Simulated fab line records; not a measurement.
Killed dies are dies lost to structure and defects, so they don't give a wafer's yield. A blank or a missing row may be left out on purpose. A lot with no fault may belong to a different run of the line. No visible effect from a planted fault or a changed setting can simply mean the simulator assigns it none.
Which of the tools did it?	flow nand harc	Sampling: 12 lots, 36 wafers, 4 of 1302 route steps

WHAT THE GAUGES SHOWED, per wafer
NHARC_P_M1_CD_MEAS_16.
lot	measured	on	cd nm (nm)
L075	day 6 16:47	cd sem-02	130.7 130.8 128.4
L077	day 7 09:56	cd sem-01	130.7 131.5 131.1
L079	day 8 10:02	cd sem-03	129.1 129.1 130.9
L081	day 9 01:44	cd sem-03	129.7 129.9 129.4
L083	day 9 20:34	cd sem-02	129.4 129.8 129.1
L085	day 10 23:17	cd sem-02	130.4 131.5 131.0
L087	day 11 16:47	cd sem-03	129.8 129.4 131.0
L089	day 12 15:10	cd sem-02	129.5 129.6 130.3
L091	day 13 04:43	cd sem-02	129.8 130.0 128.9
L093	day 14 03:49	cd sem-01	129.1 129.7 129.0
L095	day 14 18:32	cd sem-01	129.9 131.1 130.5
L097	day 15 17:16	cd sem-01	130.1 130.9 130.1

WHAT TOOL EACH LOT RAN ON (gives the tool, then ch and the chambers of the sampled wafers, and finally the start)
lot	NHARC_P_M0_DEGAS_28	NHARC_P_M0_PRE_CLEAN_29	NHARC_P_M0_PVD_20
L075	pvd sputter-01, day 6 13:21	pvd sputter-01, day 6 16:47 or earlier	pvd sputter-01, day 6 16:47 or earlier
L077	pvd sputter-02, day 7 06:18	pvd sputter-02, day 7 09:56 or earlier	pvd sputter-02, day 7 09:56 or earlier
L079	pvd sputter-02, day 8 06:44	pvd sputter-02, day 8 10:02 or earlier	pvd sputter-02, day 8 10:02 or earlier
L081	pvd sputter-02, day 8 22:11	pvd sputter-02, day 9 01:44 or earlier	pvd sputter-02, day 9 01:44 or earlier
L083	pvd sputter-02, day 9 17:14	pvd sputter-02, day 9 20:34 or earlier	pvd sputter-02, day 9 20:34 or earlier
L085	pvd sputter-02, day 10 19:55	pvd sputter-02, day 10 23:17 or earlier	pvd sputter-02, day 10 23:17 or earlier
L087	pvd sputter-01, day 11 13:22	pvd sputter-01, day 11 16:47 or earlier	pvd sputter-01, day 11 16:47 or earlier
L089	pvd sputter-02, day 12 11:45	pvd sputter-02, day 12 15:10 or earlier	pvd sputter-02, day 12 15:10 or earlier
L091	pvd sputter-03, day 13 01:22	pvd sputter-03, day 13 04:43 or earlier	pvd sputter-03, day 13 04:43 or earlier
L093	pvd sputter-01, day 14 00:07	pvd sputter-01, day 14 03:49 or earlier	pvd sputter-01, day 14 03:49 or earlier
L095	pvd sputter-03, day 14 15:07	pvd sputter-03, day 14 18:32 or earlier	pvd sputter-03, day 14 18:32 or earlier
L097	pvd sputter-02, day 15 13:50	pvd sputter-02, day 15 17:16 or earlier	pvd sputter-02, day 15 17:16 or earlier
- NHARC_P_M0_DEGAS_28: time 60 s.
- NHARC_P_M0_PRE_CLEAN_29: time 30 s.
- NHARC_P_M0_PVD_20: deposits TaN, target thk 5 nm, time 8.06 s.

THE ANSWER, worked out from the rows above alone
Rule: what is usual is taken from the lots themselves. The widest of any qualifying gaps counts: lots, ordered by their means at a reading, are off when they make up no more than a third of the lots, leave a main group of 4 or more, and stand apart from it by 3 or more times the standard deviation of that group's means. A main group is skipped when, at the precision printed for the reading in the tables above, its means are all equal. A lot without any number at a reading at which 4 lots or more have one is off too. Any other lot the step has rows for is counted as sound.
No lot is off on any of the readings shown, so nothing can be concluded from this.

WHAT WAS PUT IN BY THE SIMULATOR
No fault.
